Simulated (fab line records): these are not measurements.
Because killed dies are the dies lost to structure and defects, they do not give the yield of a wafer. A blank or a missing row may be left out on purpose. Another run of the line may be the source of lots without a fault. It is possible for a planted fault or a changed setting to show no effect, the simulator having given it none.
Chamber matching	flow n5Finfet	rieDiel-02 running N5_BEOL_M9_STRIP_36: 4 sister chambers
The step strips in N2/H2. 4 wafers are shown with their chamber, then 9 later ones without.

== WAFERS WITH THEIR CHAMBER ==
wafer	chamber	throttleValvePct (%)
L078.6	0	23.7
L090.1	2	23.1
L090.3	3	23.9
L090.5	1	24.4

== WAFERS WHOSE CHAMBER IS MISSING ==
wafer	throttleValvePct (%)
L094.2	24.4
L094.5	23.7
L094.6	24.4
L092.1	23.8
L092.2	23.1
L092.5	24.5
L093.2	23.7
L093.4	23.7
L093.6	24.5

== CHAMBER TAKEN BY EACH ==
wafer	from the rows above	in truth
L094.2	1	1
L094.5	0	0
L094.6	1	1
L092.1	can't be placed: 3 or 0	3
L092.2	2	2
L092.5	1	1
L093.2	0	0
L093.4	0	0
L093.6	1	1
8 of 9 placed correctly. From these rows, 1 cannot be placed; in 1 the true chamber is one of the candidates. 0 placed wrongly.
How it was worked out, from the rows above alone: a wafer's distance from a chamber is the root of the sum, over the readings, of the square of ((its reading less the chamber's mean) divided by the reading's scatter). If the next closest chamber is less than 2 further off than the closest, the wafer can't be placed; otherwise it belongs to the closest. The mean given for a chamber averages the wafers shown for that chamber. The scatter: with one shown wafer a chamber, the root of the mean of the squares of how far each hidden wafer lies from its nearest shown one.
